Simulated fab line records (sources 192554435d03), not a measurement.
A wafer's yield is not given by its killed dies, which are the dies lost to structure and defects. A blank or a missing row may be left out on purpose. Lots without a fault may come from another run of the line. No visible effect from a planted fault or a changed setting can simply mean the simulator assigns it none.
The same fault as seen by 3 desks    flow n5 finfet    every desk sees just its own numbers, and what lay behind them comes last

## THE DEFECT DESK
Inspection counts along the route, by lot: the mean over sampled wafers that carry a number. A lot is out of limits, marked OUT, if its mean lies more than 4 standard deviations from the usual mean; the brackets give that distance.
Columns: A = raw defect count at N5_BEOL_M1_INSPECT_30, usual 410
lot   first seen here  A
L300  day 8 04:02      306
L302  day 8 15:36      344
L306  day 9 23:28      446
L309  day 10 08:52     383
L315  day 11 23:02     539
L314  day 11 23:19     468
Result from this desk: across the 6 lots, nothing is out of limits.

## TOOL OWNER'S DESK, rie diel-06
The tool's own readings at N5_BEOL_M1_DESCUM_33 (chemistry O2, time 7 s): means of the sampled wafers that have a number, for each lot that ran on this tool. A lot is out of limits, marked OUT, if its mean lies more than 4 standard deviations from the usual mean; the brackets give that distance.
Columns: A = drypump motor current A at N5_BEOL_M1_DESCUM_33, usual 5.54 A; B = oes product au at N5_BEOL_M1_DESCUM_33, usual 0.78 a.u.; C = rf vpp V at N5_BEOL_M1_DESCUM_33, usual 243.3 V; D = showerhead plenum p Torr at N5_BEOL_M1_DESCUM_33, usual 2.11 Torr; E = throttle valve pct at N5_BEOL_M1_DESCUM_33, usual 20.43 %
lot   first seen here  A     B     C      D     E
L302  day 8 15:42      5.54  0.76  244.0  2.15  20.32
L306  day 9 23:30      5.60  0.70  244.2  2.11  20.43
L309  day 10 08:54     5.62  0.76  243.6  2.15  20.36
Result from this desk: across the 3 lots, nothing is out of limits.

## METROLOGY DESK
Means of the sampled wafers that have a number, per lot and without regard to the tool the lot ran on: this is what the gauges read. A lot is out of limits, marked OUT, if its mean lies more than 4 standard deviations from the usual mean; the brackets give that distance. It has 12 readings; the 7 that lie furthest out on some lot are the ones shown.
Columns: A = cd nm at N5_BEOL_M1_CD_MEAS_28, usual 24.02 nm; B = IOFF_N at N5_BEOL_M4_RC_MEAS_101, usual 0.16 nA/um; C = IOFF_P at N5_BEOL_M4_RC_MEAS_101, usual 0.22 nA/um; D = ION_P at N5_BEOL_M4_RC_MEAS_101, usual 463 uA/um; E = SS_N at N5_BEOL_M4_RC_MEAS_101, usual 71.7 mV/dec; F = VT_N at N5_BEOL_M4_RC_MEAS_101, usual 249 mV; G = VT_P at N5_BEOL_M4_RC_MEAS_101, usual -249 mV
lot   first seen here  A      B     C     D    E     F    G
L300  day 8 03:57      24.22  0.14  0.16  449  71.0  253  -256
L302  day 8 15:31      24.15  0.20  0.29  470  71.9  247  -244
L306  day 9 23:23      23.79  0.15  0.22  459  71.3  251  -250
L309  day 10 08:47     24.13  0.20  0.27  466  72.0  246  -247
L315  day 11 22:58     24.01  0.14  0.23  468  71.2  250  -245
L314  day 11 23:13     24.34  0.19  0.24  462  72.2  247  -249
Result from this desk: across the 6 lots, nothing is out of limits.

## ALL TOGETHER
The defect desk saw nothing out of limits.
The desk of the tool owner found nothing out of limits.
Nothing out of limits was seen by the metrology desk.

## WHAT WAS PUT IN BY THE SIMULATOR
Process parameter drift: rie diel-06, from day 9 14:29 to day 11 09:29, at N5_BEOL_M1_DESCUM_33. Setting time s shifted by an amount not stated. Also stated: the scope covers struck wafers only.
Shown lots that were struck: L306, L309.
